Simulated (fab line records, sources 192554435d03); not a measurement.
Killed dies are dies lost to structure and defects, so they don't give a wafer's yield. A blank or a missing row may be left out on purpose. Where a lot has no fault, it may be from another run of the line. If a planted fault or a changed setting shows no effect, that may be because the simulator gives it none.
fab line records -- flow n5_finfet
record: lots: 7, wafers: 21
route steps=1938 shown BEOL_M0@721 BEOL_M2@857 BEOL_M3@980 BEOL_M4@1064 BEOL_M6@1218
start_h: the number of hours between the record's first day and the start of the first shown wafer of the lot -- wait_h: hours elapsed since this lot's preceding step -- " same as the row above -- L1.1+2: a single row standing in for several wafers -- - no value, or no start given -- * or withheld: withheld -- < > ~ a bound
route shown NAME@n: NAME is a module with steps in the file, n the number in the route of the first one -- usual: average and standard deviation across the fault-free wafers -- same: alike in all rows -- chamber/n: place in a boat -- sites: each site's reading -- _std_site: standard deviation across them -- _edge_site: outer sites' mean less inner sites' -- radius_mm: how far each site lies from the wafer's centre -- mask NAME#n: copy n -- behind: tool/chamber where the wafer was last shaped -- hold: why the lot was held/for how many hours/how that ended -- device: transistor that didn't switch, given as n, p or np -- end of line: the tests these same wafers got at the end of their route -- for a step that has no rows: nothing shown but its recipe -- killed: at the first sort, the dies lost to defects and structure; wafer yield is something else -- map: a wafer's dies, marking killed ones x, the rest . and places with no die _
set.NAME: the run value of the setting; set.NAME@STEP: its run value at that earlier step -- model.NAME: the simulator's own value behind a step, which no gauge read
lots where settings were altered on purpose, with a table for each step and a row for each wafer
== steps ==
step: N5_BEOL_M0_TRENCH_ETCH_107
recipe: chemistry: C4F6/O2, target_depth_a: 328, target: SiOC, time_s: 16.4, ion_energy_ev: 250, pressure_mtorr: 30, source_w: 355, bias_w: 185, Ar_flow_sccm: 300, C4F6_flow_sccm: 10, O2_flow_sccm: 10
lot.wafer,tool,chamber,start_h,wait_h,set.target_depth_a,model.BEOL_M0.feature_depth_nm
L075.4,rie_diel-05,0,120.51,0.0,328,33.6
L075.5,rie_diel-05,3,120.51,0.0,328,33.2
L075.6,rie_diel-05,2,120.51,0.0,328,32
L076.2,rie_diel-04,3,128.17,0.0,310.3,30.8
L076.3,rie_diel-04,2,128.17,0.0,328,32.2
L076.5,rie_diel-04,2,128.17,0.0,310.3,30.6
L077.2,rie_diel-05,1,130.23,0.0,328,31.6
L077.3,rie_diel-05,0,130.23,0.0,328,33.2
L077.6,rie_diel-05,3,130.23,0.0,328,32.8
L080.2,rie_diel-04,0,151.32,0.0,328,34
L080.3,rie_diel-04,3,151.32,0.0,328,32.8
L080.5,rie_diel-04,0,151.32,0.0,288.2,29.6
L087.1,rie_diel-03,1,197.42,0.0,328,33
L087.3+4,rie_diel-03,"2,3",197.42,0.0,328,33.4
L092.4,rie_diel-05,2,227.00,0.0,328,31.6
L092.5,rie_diel-05,3,227.00,0.0,295.8,29.2
L092.6,rie_diel-05,2,227.00,0.0,295.8,28.4
L097.1,rie_diel-04,0,250.96,0.0,328,33.2
L097.4,rie_diel-04,0,250.96,0.0,365.4,37.4
L097.6,rie_diel-04,1,250.96,0.0,365.4,36.6
step: N5_BEOL_M0_STRIP_142
recipe: chemistry: N2/H2, time_s: 10, power_w: 450, temp_c: 40, pressure_mtorr: 20, rf_frequency_hz: 6e+07, bias_power_w: 7, n2_flow_sccm: 200, h2_flow_sccm: 200
step: N5_BEOL_M0_OCD_MEAS_108
usual: trench_depth_nm: 32.9/0.71
lot.wafer,tool,chamber,start_h,wait_h,set.target_depth_a@BEOL_M0_TRENCH_ETCH_107,trench_depth_nm
L075.4,ocd-01,-,120.60,0.0,328,33.6
L075.5,ocd-01,-,120.60,0.0,328,32.8
L075.6,ocd-01,-,120.60,0.0,328,32.1
L076.2,ocd-02,-,128.27,0.1,310.3,30.8
L076.3,ocd-02,-,128.27,0.1,328,32.3
L076.5,ocd-02,-,128.27,0.1,310.3,30.5
L077.2,ocd-02,-,130.33,0.1,328,31.5
L077.3,ocd-02,-,130.33,0.1,328,32.9
L077.6,ocd-02,-,130.33,0.1,328,33.3
L080.2,ocd-01,-,151.43,0.1,328,33.8
L080.3,ocd-01,-,151.43,0.1,328,32.7
L080.5,ocd-01,-,151.43,0.1,288.2,29.7
L087.1,ocd-01,-,197.52,0.1,328,32.8
L087.3,ocd-01,-,197.52,0.1,328,33.8
L087.4,ocd-01,-,197.52,0.1,328,33.3
L092.4,ocd-02,-,227.11,0.1,328,31.7
L092.5,ocd-02,-,227.11,0.1,295.8,29.3
L092.6,ocd-02,-,227.11,0.1,295.8,28.5
L097.1,ocd-02,-,251.06,0.1,328,33.5
L097.4,ocd-02,-,251.06,0.1,365.4,37.5
L097.6,ocd-02,-,251.06,0.1,365.4,36.6
step: N5_BEOL_M2_DESCUM_16
recipe: chemistry: O2, time_s: 7, source_power_w: 50, bias_power_w: 20, pressure_mtorr: 20, rf_frequency_hz: 2.712e+07, temp_c: 40, resist: CAR-EUV, o2_flow_sccm: 225
lot.wafer,tool,chamber,start_h,wait_h,set.time_s,model.CAR-EUV_of_BEOL_M2_COAT_05.thk_nm
L075.4+5+6,rie_diel-04,"3,2,1",133.58,0.0,7,26
L076.2+5,rie_diel-05,"1,0",143.94,0.0,7,26
L076.3,rie_diel-05,0,143.94,0.0,7,26.2
L077.2+3+6,rie_diel-05,"1,0,2",148.92,0.0,7,26.2
L080.2,rie_diel-04,0,177.64,0.0,5.437,26.8
L080.3+5,rie_diel-04,"3,0",177.64,0.0,7,26
L087.1,rie_diel-05,2,208.30,0.1,7,26
L087.3+4,rie_diel-05,"0,1",208.30,0.1,8.569,25.2
L092.4,rie_diel-05,0,244.85,0.0,7,26
L092.5,rie_diel-05,1,244.85,0.0,8.306,25.6
L092.6,rie_diel-05,2,244.85,0.0,8.306,25.4
L097.1,rie_diel-04,2,268.43,0.0,7,26
L097.4+6,rie_diel-04,"0,1",268.43,0.0,7.751,25.6
step: N5_BEOL_M2_COAT_67
recipe: resist: SOC, temp_c: 250, time_s: 60, spin_rpm: 1500, resist_thk_nm: 60
lot.wafer,tool,chamber,start_h,wait_h,set.spin_rpm,model.SOC_of_BEOL_M2_COAT_67.thk_nm
L075.4+5,litho_track-04,0,134.03,0.0,1500,60
L075.6,litho_track-04,0,134.03,0.0,1637,57.2
L076.2+3,litho_track-05,0,144.44,0.0,1500,60
L076.5,litho_track-05,0,144.44,0.0,1400,62
L077.2,litho_track-02,0,149.39,0.0,1500,59.8
L077.3+6,litho_track-02,0,149.39,0.0,1500,60
L080.2+5,litho_track-04,0,178.11,0.0,1396,62.6
L080.3,litho_track-04,0,178.11,0.0,1500,60.2
L087.1,litho_track-05,0,208.78,0.0,1500,60
L087.3,litho_track-05,0,208.78,0.0,1438,61.4
L087.4,litho_track-05,0,208.78,0.0,1438,61.2
L092.4,litho_track-05,0,245.32,0.0,1500,59.8
L092.5+6,litho_track-05,0,245.32,0.0,1500,60
L097.1,litho_track-02,0,268.91,0.0,1553,59.6
L097.4,litho_track-02,0,268.91,0.0,1500,60.4
L097.6,litho_track-02,0,268.91,0.0,1553,59.2
step: N5_BEOL_M2_COAT_68
recipe: resist: SiARC, temp_c: 220, time_s: 60, spin_rpm: 1500, resist_thk_nm: 12
step: N5_BEOL_M2_COAT_76
recipe: resist: underlayer, temp_c: 205, time_s: 60, spin_rpm: 1500, resist_thk_nm: 5
step: N5_BEOL_M2_ALD_98
recipe: material: SiO2, target_thk_a: 25, temp_c: 100, ald_precursor_family: BDEAS, ald_co_reactant: O2-plasma, pulse_time_s: 1, co_reactant_pulse_time_s: 1, purge_time_s: 2, co_reactant_purge_time_s: 2, ald_cycles: 17, pressure_torr: 2
step: N5_BEOL_M2_ETCHBACK_99
recipe: chemistry: CHF3, target: SiO2, target_depth_a: 50, time_s: 10.4, source_w: 215, bias_w: 47, Ar_flow_sccm: 200, CHF3_flow_sccm: 12, ion_energy_ev: 100, pressure_mtorr: 30
step: N5_BEOL_M2_ETCH_70
recipe: chemistry: N2/H2, target: SOC, target_depth_a: 800, overetch_a: 240, mask_material: SiARC, temp_c: 40, time_s: 130, ion_energy_ev: 200, pressure_mtorr: 30, source_w: 840, bias_w: 150, n2_flow_sccm: 200, h2_flow_sccm: 200
lot.wafer,tool,chamber,start_h,wait_h,set.spin_rpm@BEOL_M2_COAT_67,model.etch.depth_nm
L075.4+5,rie_diel-05,2,134.93,0.0,1500,60.06
L075.6,rie_diel-05,1,134.93,0.0,1637,57.22
L076.2,rie_diel-04,2,145.89,0.0,1500,59.92
L076.3,rie_diel-04,1,145.89,0.0,1500,59.99
L076.5,rie_diel-04,2,145.89,0.0,1400,61.95
L077.2,rie_diel-03,2,151.30,0.0,1500,59.88
L077.3,rie_diel-03,3,151.30,0.0,1500,59.92
L077.6,rie_diel-03,2,151.30,0.0,1500,60.02
L080.2,rie_diel-04,1,180.36,0.0,1396,62.55
L080.3,rie_diel-04,3,180.36,0.0,1500,60.21
L080.5,rie_diel-04,2,180.36,0.0,1396,62.52
L087.1,rie_diel-05,2,211.96,0.0,1500,60.1
L087.3,rie_diel-05,3,211.96,0.0,1438,61.31
L087.4,rie_diel-05,1,211.96,0.0,1438,61.26
L092.4,rie_diel-04,2,259.03,0.0,1500,59.71
L092.5+6,rie_diel-04,"1,0",259.03,0.0,1500,59.96
L097.1,rie_diel-05,0,270.32,0.0,1553,59.53
L097.4,rie_diel-05,2,270.32,0.0,1500,60.48
L097.6,rie_diel-05,3,270.32,0.0,1553,59.26
step: N5_BEOL_M2_STRIP_71
recipe: chemistry: N2/H2, temp_c: 40, n2_flow_sccm: 200, h2_flow_sccm: 200, rf_frequency_hz: 6e+07
step: N5_BEOL_M2_STRIP_78
recipe: chemistry: N2/H2, temp_c: 40, n2_flow_sccm: 200, h2_flow_sccm: 200, rf_frequency_hz: 6e+07
step: N5_BEOL_M2_VIA_ETCH_34
recipe: chemistry: C4F6/O2, target_depth_a: 694, mask_material: SOC, pressure_mtorr: 15, ion_energy_ev: 250, taper_deg: 4, time_s: 65.9, source_w: 350, bias_w: 170, Ar_flow_sccm: 300, C4F6_flow_sccm: 10, O2_flow_sccm: 10
lot.wafer,tool,chamber,start_h,wait_h,set.spin_rpm@BEOL_M2_COAT_67,model.SOC_of_BEOL_M2_COAT_67.thk_nm
L075.4,rie_diel-05,2,135.04,0.0,1500,52
L075.5,rie_diel-05,2,135.04,0.0,1500,52.2
L075.6,rie_diel-05,1,135.04,0.0,1637,49.4
L076.2+3,rie_diel-04,"2,1",146.00,0.0,1500,51.8
L076.5,rie_diel-04,2,146.00,0.0,1400,54
L077.2+3,rie_diel-03,"1,3",151.40,0.0,1500,51.6
L077.6,rie_diel-03,3,151.40,0.0,1500,51.8
L080.2,rie_diel-04,1,180.47,0.0,1396,54.2
L080.3,rie_diel-04,3,180.47,0.0,1500,52.2
L080.5,rie_diel-04,2,180.47,0.0,1396,54.4
L087.1,rie_diel-05,2,212.06,0.0,1500,52.2
L087.3,rie_diel-05,3,212.06,0.0,1438,53.2
L087.4,rie_diel-05,1,212.06,0.0,1438,53.4
L092.4,rie_diel-04,2,259.12,0.0,1500,51.4
L092.5,rie_diel-04,1,259.12,0.0,1500,51.8
L092.6,rie_diel-04,0,259.12,0.0,1500,51.6
L097.1,rie_diel-05,0,270.42,0.0,1553,51.6
L097.4,rie_diel-05,2,270.42,0.0,1500,52.6
L097.6,rie_diel-05,3,270.42,0.0,1553,51.2
step: N5_BEOL_M3_TRENCH_ETCH_37
recipe: chemistry: C4F6/O2, target_depth_a: 555.55, target: SiOC, time_s: 29.2, ion_energy_ev: 250, pressure_mtorr: 30, source_w: 355, bias_w: 185, Ar_flow_sccm: 300, C4F6_flow_sccm: 10, O2_flow_sccm: 10
lot.wafer,tool,chamber,start_h,wait_h,set.time_s,model.BEOL_M3.feature_depth_nm,model.etch.depth_nm
L075.4,rie_diel-01,2,-,-,31,57.6,57.62
L075.5,rie_diel-01,3,-,-,29.2,56.2,56.23
L075.6,rie_diel-01,0,-,-,31,61.4,61.39
L076.2,rie_diel-01,3,-,-,33.7,64.2,64.18
L076.3,rie_diel-01,1,-,-,29.2,54.6,54.7
L076.5,rie_diel-01,3,-,-,33.7,64.2,64.1
L077.2,rie_diel-06,0,-,-,29.2,55.4,55.4
L077.3,rie_diel-06,2,-,-,29.2,56.4,56.5
L077.6,rie_diel-06,1,-,-,29.2,54.4,54.37
L080.2,rie_diel-02,1,-,-,29.2,57,57.06
L080.3,rie_diel-02,0,-,-,29.2,53.6,53.68
L080.5,rie_diel-02,3,-,-,29.2,55.4,55.43
L087.1,rie_diel-01,0,-,-,29.2,57.2,57.15
L087.3,rie_diel-01,2,-,-,29.2,54.4,54.32
L087.4,rie_diel-01,0,-,-,29.2,57,57.09
L092.4,rie_diel-02,2,-,-,24.78,48,48.06
L092.5,rie_diel-02,1,-,-,24.78,48.2,48.16
L092.6,rie_diel-02,0,-,-,29.2,54.2,54.13
L097.1,rie_diel-01,1,-,-,31.47,61.8,61.72
L097.4,rie_diel-01,3,-,-,29.2,55,55.02
L097.6,rie_diel-01,3,-,-,29.2,55.6,55.65
step: N5_BEOL_M3_ETCH_41
recipe: chemistry: CH3F/O2, target: SiCN, target_depth_a: 299, taper_deg: 2, time_s: 52.5, ion_energy_ev: 120, mask_material: TiN, pressure_mtorr: 30, source_w: 395, bias_w: 75, Ar_flow_sccm: 150, CH3F_flow_sccm: 30, O2_flow_sccm: 20
step: N5_BEOL_M3_STRIP_97
recipe: chemistry: N2/H2, time_s: 10, power_w: 450, temp_c: 40, pressure_mtorr: 20, rf_frequency_hz: 6e+07, bias_power_w: 7, n2_flow_sccm: 200, h2_flow_sccm: 200
step: N5_BEOL_M3_OCD_MEAS_38
usual: trench_depth_nm: 55.8/1.2
lot.wafer,tool,chamber,start_h,wait_h,set.time_s@BEOL_M3_TRENCH_ETCH_37,trench_depth_nm
L075.4,ocd-02,-,144.98,-,31,57.5
L075.5,ocd-02,-,144.98,-,29.2,56.2
L075.6,ocd-02,-,144.98,-,31,60.9
L076.2,ocd-02,-,161.96,-,33.7,63.6
L076.3,ocd-02,-,161.96,-,29.2,54.9
L076.5,ocd-02,-,161.96,-,33.7,64.3
L077.2,ocd-01,-,170.34,-,29.2,56.0
L077.3,ocd-01,-,170.34,-,29.2,56.8
L077.6,ocd-01,-,170.34,-,29.2,54.3
L080.2,ocd-01,-,190.22,-,29.2,57.2
L080.3,ocd-01,-,190.22,-,29.2,53.7
L080.5,ocd-01,-,190.22,-,29.2,55.6
L087.1,ocd-02,-,226.96,-,29.2,57.0
L087.3,ocd-02,-,226.96,-,29.2,54.3
L087.4,ocd-02,-,226.96,-,29.2,56.9
L092.4,ocd-02,-,267.51,-,24.78,48.4
L092.5,ocd-02,-,267.51,-,24.78,48.0
L092.6,ocd-02,-,267.51,-,29.2,54.1
L097.1,ocd-02,-,282.54,-,31.47,62.0
L097.4,ocd-02,-,282.54,-,29.2,55.1
L097.6,ocd-02,-,282.54,-,29.2,55.4
step: N5_BEOL_M4_ETCH_70
recipe: chemistry: N2/H2, target: SOC, target_depth_a: 800, overetch_a: 240, mask_material: SiARC, temp_c: 40, time_s: 130, ion_energy_ev: 200, pressure_mtorr: 30, source_w: 840, bias_w: 150, n2_flow_sccm: 200, h2_flow_sccm: 200
usual: rf_vpp_V: 524.0/2.6
lot.wafer,tool,chamber,start_h,wait_h,set.bias_w,rf_vpp_V
L075.4,rie_diel-05,3,154.23,0.0,136.7,497.1
L075.5,rie_diel-05,1,154.23,0.0,136.7,493.7
L075.6,rie_diel-05,0,154.23,0.0,150,525.1
L076.2,rie_diel-05,1,173.44,0.0,150,521.7
L076.3,rie_diel-05,3,173.44,0.0,150,525.8
L076.5,rie_diel-05,1,173.44,0.0,150,521.7
L077.2,rie_diel-03,3,182.98,0.0,150,525.7
L077.3,rie_diel-03,0,182.98,0.0,150,521.6
L077.6,rie_diel-03,1,182.98,0.0,150,523.8
L080.2,rie_diel-05,1,203.79,0.0,150,522.8
L080.3,rie_diel-05,3,203.79,0.0,150,527.2
L080.5,rie_diel-05,3,203.79,0.0,133.2,488.9
L087.1,rie_diel-03,3,237.88,0.0,132.3,483.9
L087.3,rie_diel-03,0,237.88,0.0,132.3,480.8
L087.4,rie_diel-03,1,237.88,0.0,150,521.5
L092.4,rie_diel-04,0,277.66,0.0,150,520.7
L092.5,rie_diel-04,1,277.66,0.0,127.1,474.8
L092.6,rie_diel-04,2,277.66,0.0,127.1,475.8
L097.1,rie_diel-03,3,292.28,0.0,150,522.8
L097.4,rie_diel-03,2,292.28,0.0,133.5,485.6
L097.6,rie_diel-03,2,292.28,0.0,133.5,484.9
step: N5_BEOL_M4_TRENCH_ETCH_37
recipe: chemistry: C4F6/O2, target_depth_a: 555.55, target: SiOC, time_s: 29.2, ion_energy_ev: 250, pressure_mtorr: 30, source_w: 355, bias_w: 185, Ar_flow_sccm: 300, C4F6_flow_sccm: 10, O2_flow_sccm: 10
usual: rf_vpp_V: 668/15
lot.wafer,tool,chamber,start_h,wait_h,set.bias_w,rf_vpp_V
L075.4,rie_diel-05,3,-,-,185,688
L075.5,rie_diel-05,1,-,-,185,653
L075.6,rie_diel-05,0,-,-,159.1,605
L076.2,rie_diel-05,1,-,-,185,654
L076.3,rie_diel-05,3,-,-,185,688
L076.5,rie_diel-05,1,-,-,201.8,700
L077.2,rie_diel-03,3,-,-,185,630
L077.3,rie_diel-03,0,-,-,185,667
L077.6,rie_diel-03,1,-,-,185,674
L080.2,rie_diel-05,1,-,-,185,654
L080.3,rie_diel-05,3,-,-,185,688
L080.5,rie_diel-05,3,-,-,185,688
L087.1,rie_diel-03,3,-,-,185,631
L087.3,rie_diel-03,0,-,-,212.7,743
L087.4,rie_diel-03,1,-,-,185,674
L092.4,rie_diel-04,0,-,-,185,676
L092.5,rie_diel-04,1,-,-,207.6,742
L092.6,rie_diel-04,2,-,-,185,671
L097.1,rie_diel-03,3,-,-,185,630
L097.4,rie_diel-03,2,-,-,185,682
L097.6,rie_diel-03,2,-,-,208.4,748
step: N5_BEOL_M6_COAT_63
recipe: resist: SOC, temp_c: 250, time_s: 60, spin_rpm: 1500, resist_thk_nm: 60
lot.wafer,tool,chamber,start_h,wait_h,set.spin_rpm,model.SOC_of_BEOL_M6_COAT_63.thk_nm
L075.4,litho_track-02,0,175.93,0.1,1500,60.2
L075.5,litho_track-02,0,175.93,0.1,1649,57.2
L075.6,litho_track-02,0,175.93,0.1,1500,60
L076.2+5,litho_track-03,0,194.36,0.0,1387,62.2
L076.3,litho_track-03,0,194.36,0.0,1500,59.8
L077.2+3+6,litho_track-02,0,202.63,0.1,1500,60.2
L080.2+3,litho_track-01,0,224.89,1.5,1500,60.2
L080.5,litho_track-01,0,224.89,1.5,1550,59.2
L087.1,litho_track-03,0,261.54,1.2,1500,60.2
L087.3,litho_track-03,0,261.54,1.2,1500,60
L087.4,litho_track-03,0,261.54,1.2,1408,62
L092.4+6,litho_track-03,0,299.44,0.2,1500,59.8
L092.5,litho_track-03,0,299.44,0.2,1351,63
L097.1,litho_track-03,0,315.27,0.1,1500,60
L097.4,litho_track-03,0,315.27,0.1,1411,61.8
L097.6,litho_track-03,0,315.27,0.1,1411,62
step: N5_BEOL_M6_COAT_22
recipe: resist: CAR-EUV, spin_rpm: 1500, resist_thk_nm: 30
lot.wafer,tool,chamber,start_h,wait_h,set.spin_rpm,model.CAR-EUV_of_BEOL_M6_COAT_22.thk_nm
L075.4+5+6,litho_track-02,0,-,-,1500,30
L076.2+3+5,litho_track-03,0,-,-,1500,30
L077.2+3+6,litho_track-02,0,-,-,1500,30
L080.2,litho_track-01,0,-,-,1563,29.4
L080.3,litho_track-01,0,-,-,1563,29.6
L080.5,litho_track-01,0,-,-,1500,30.2
L087.1+4,litho_track-03,0,-,-,1573,29.2
L087.3,litho_track-03,0,-,-,1500,30
L092.4,litho_track-03,0,-,-,1571,29.4
L092.5,litho_track-03,0,-,-,1571,29.2
L092.6,litho_track-03,0,-,-,1500,30
L097.1,litho_track-03,0,-,-,1500,30
L097.4,litho_track-03,0,-,-,1355,31.8
L097.6,litho_track-03,0,-,-,1355,31.6
step: N5_BEOL_M6_EBR_24
recipe: solvent: PGMEA, ebr_width_mm: 1.5
step: N5_BEOL_M6_SOFTBAKE_23
recipe: temp_c: 110, time_s: 60, resist: CAR-EUV
step: N5_BEOL_M6_EXPOSE_25
recipe: mask_id: V5, na: 0.33, source_shape: annular, sigma_inner: 0.4, sigma_outer: 0.8, polarization: unpolarized, target_cd_nm: 40, dose_mj: 45
step: N5_BEOL_M6_PEB_26
recipe: peb_temp_c: 100, peb_time_s: 60, resist: CAR-EUV
step: N5_BEOL_M6_DEVELOP_27
recipe: develop_time_s: 30, developer: TMAH, resist: CAR-EUV, rinse_liquid: surfactant_rinse, dry: air_spin, dev_temp_c: 23
lot.wafer,tool,chamber,start_h,wait_h,set.spin_rpm@BEOL_M6_COAT_22,model.CAR-EUV_of_BEOL_M6_COAT_22.thk_nm
L075.4+5,litho_track-03,0,-,-,1500,29.6
L075.6,litho_track-03,0,-,-,1500,29.4
L076.2+3+5,litho_track-02,0,-,-,1500,29.6
L077.2+3,litho_track-01,0,-,-,1500,29.6
L077.6,litho_track-01,0,-,-,1500,29.4
L080.2+3,litho_track-02,0,-,-,1563,29
L080.5,litho_track-02,0,-,-,1500,29.6
L087.1+4,litho_track-01,0,-,-,1573,28.8
L087.3,litho_track-01,0,-,-,1500,29.4
L092.4,litho_track-01,0,-,-,1571,29
L092.5,litho_track-01,0,-,-,1571,28.8
L092.6,litho_track-01,0,-,-,1500,29.6
L097.1,litho_track-01,0,-,-,1500,29.6
L097.4+6,litho_track-01,0,-,-,1355,31.2
step: N5_BEOL_M6_DESCUM_33
recipe: chemistry: O2, time_s: 7, source_power_w: 50, bias_power_w: 20, pressure_mtorr: 20, rf_frequency_hz: 2.712e+07, temp_c: 40, resist: CAR-EUV, o2_flow_sccm: 225
lot.wafer,tool,chamber,start_h,wait_h,set.spin_rpm@BEOL_M6_COAT_22,model.CAR-EUV_of_BEOL_M6_COAT_22.thk_nm
L075.4+6,rie_diel-03,"3,1",176.32,0.0,1500,26
L075.5,rie_diel-03,0,176.32,0.0,1500,26.2
L076.2+3+5,rie_diel-04,"3,3,1",194.75,0.0,1500,26
L077.2+3+6,rie_diel-05,"3,1,0",204.11,1.0,1500,26
L080.2+3,rie_diel-04,"1,0",226.46,0.9,1563,25.6
L080.5,rie_diel-04,0,226.46,0.9,1500,26.2
L087.1,rie_diel-03,0,262.29,0.3,1573,25.4
L087.3,rie_diel-03,3,262.29,0.3,1500,26
L087.4,rie_diel-03,3,262.29,0.3,1573,25.2
L092.4+5,rie_diel-04,"2,1",299.96,0.0,1571,25.4
L092.6,rie_diel-04,2,299.96,0.0,1500,26.2
L097.1,rie_diel-04,0,315.83,0.0,1500,26.2
L097.4+6,rie_diel-04,1,315.83,0.0,1355,27.8
step: N5_BEOL_M6_ETCH_72
recipe: chemistry: N2/H2, target: underlayer, target_depth_a: 65, mask_material: CAR-EUV, time_s: 5.2, ion_energy_ev: 200, pressure_mtorr: 30, source_w: 840, bias_w: 150, n2_flow_sccm: 200, h2_flow_sccm: 200, ends: cleared
step: N5_BEOL_M6_ETCH_65
recipe: chemistry: CF4, target: SiARC, target_depth_a: 156, mask_material: CAR-EUV, time_s: 26, ion_energy_ev: 80, pressure_mtorr: 40, source_w: 545, bias_w: 36, Ar_flow_sccm: 100, cf4_flow_sccm: 100, ends: cleared
step: N5_BEOL_M6_ETCH_66
recipe: chemistry: N2/H2, target: SOC, target_depth_a: 800, overetch_a: 160, mask_material: SiARC, temp_c: 40, time_s: 120, ion_energy_ev: 200, pressure_mtorr: 30, source_w: 840, bias_w: 150, n2_flow_sccm: 200, h2_flow_sccm: 200
lot.wafer,tool,chamber,start_h,wait_h,set.spin_rpm@BEOL_M6_COAT_63,model.etch.depth_nm
L075.4,rie_diel-03,3,176.40,0.0,1500,60.12
L075.5,rie_diel-03,0,176.40,0.0,1649,57.3
L075.6,rie_diel-03,1,176.40,0.0,1500,60.03
L076.2,rie_diel-04,3,194.87,0.0,1387,62.17
L076.3,rie_diel-04,3,194.87,0.0,1500,59.87
L076.5,rie_diel-04,1,194.87,0.0,1387,62.1
L077.2,rie_diel-05,3,204.19,0.0,1500,60.2
L077.3,rie_diel-05,1,204.19,0.0,1500,60.12
L077.6,rie_diel-05,0,204.19,0.0,1500,60.27
L080.2,rie_diel-04,1,226.54,0.0,1500,60.19
L080.3,rie_diel-04,0,226.54,0.0,1500,60.18
L080.5,rie_diel-04,0,226.54,0.0,1550,59.11
L087.1,rie_diel-03,0,262.37,0.0,1500,60.11
L087.3,rie_diel-03,3,262.37,0.0,1500,59.94
L087.4,rie_diel-03,3,262.37,0.0,1408,62.02
L092.4,rie_diel-04,2,300.04,0.0,1500,59.72
L092.5,rie_diel-04,1,300.04,0.0,1351,62.98
L092.6,rie_diel-04,2,300.04,0.0,1500,59.75
L097.1,rie_diel-04,0,315.91,0.0,1500,60.04
L097.4,rie_diel-04,1,315.91,0.0,1411,61.75
L097.6,rie_diel-04,1,315.91,0.0,1411,61.96
== key ==
split: step: N5_BEOL_M0_TRENCH_ETCH_107, setting: target_depth_a, stated: 328, by: wafer
response: step: N5_BEOL_M0_TRENCH_ETCH_107, reading: model.BEOL_M0.feature_depth_nm, change: +0.31, per: 1%, r: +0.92
response: step: N5_BEOL_M0_OCD_MEAS_108, reading: trench_depth_nm, change: +0.295, per: 1%, r: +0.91
split: step: N5_BEOL_M2_DESCUM_16, setting: time_s, stated: 7, by: wafer
response: step: N5_BEOL_M2_DESCUM_16, reading: model.CAR-EUV_of_BEOL_M2_COAT_05.thk_nm, change: -0.0337, per: 1%, r: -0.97
split: step: N5_BEOL_M2_COAT_67, setting: spin_rpm, stated: 1500, by: wafer
response: step: N5_BEOL_M2_COAT_67, reading: model.SOC_of_BEOL_M2_COAT_67.thk_nm, change: -0.314, per: 1%, r: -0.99
response: step: N5_BEOL_M2_ETCH_70, reading: model.etch.depth_nm, change: -0.312, per: 1%, r: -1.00
response: step: N5_BEOL_M2_VIA_ETCH_34, reading: model.SOC_of_BEOL_M2_COAT_67.thk_nm, change: -0.305, per: 1%, r: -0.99
split: step: N5_BEOL_M3_TRENCH_ETCH_37, setting: time_s, stated: 29.2, by: wafer
response: step: N5_BEOL_M3_TRENCH_ETCH_37, reading: model.BEOL_M3.feature_depth_nm, change: +0.551, per: 1%, r: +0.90
response: step: N5_BEOL_M3_TRENCH_ETCH_37, reading: model.etch.depth_nm, change: +0.542, per: 1%, r: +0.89
response: step: N5_BEOL_M3_OCD_MEAS_38, reading: trench_depth_nm, change: +0.532, per: 1%, r: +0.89
split: step: N5_BEOL_M4_ETCH_70, setting: bias_w, stated: 150, by: wafer
response: step: N5_BEOL_M4_ETCH_70, reading: rf_vpp_V, change: +3.21, per: 1%, r: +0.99
split: step: N5_BEOL_M4_TRENCH_ETCH_37, setting: bias_w, stated: 185, by: wafer
response: step: N5_BEOL_M4_TRENCH_ETCH_37, reading: rf_vpp_V, change: +5.58, per: 1%, r: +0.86
split: step: N5_BEOL_M6_COAT_63, setting: spin_rpm, stated: 1500, by: wafer
response: step: N5_BEOL_M6_COAT_63, reading: model.SOC_of_BEOL_M6_COAT_63.thk_nm, change: -0.31, per: 1%, r: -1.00
response: step: N5_BEOL_M6_ETCH_66, reading: model.etch.depth_nm, change: -0.306, per: 1%, r: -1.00
split: step: N5_BEOL_M6_COAT_22, setting: spin_rpm, stated: 1500, by: wafer
response: step: N5_BEOL_M6_COAT_22, reading: model.CAR-EUV_of_BEOL_M6_COAT_22.thk_nm, change: -0.169, per: 1%, r: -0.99
response: step: N5_BEOL_M6_DEVELOP_27, reading: model.CAR-EUV_of_BEOL_M6_COAT_22.thk_nm, change: -0.154, per: 1%, r: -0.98
response: step: N5_BEOL_M6_DESCUM_33, reading: model.CAR-EUV_of_BEOL_M6_COAT_22.thk_nm, change: -0.16, per: 1%, r: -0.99
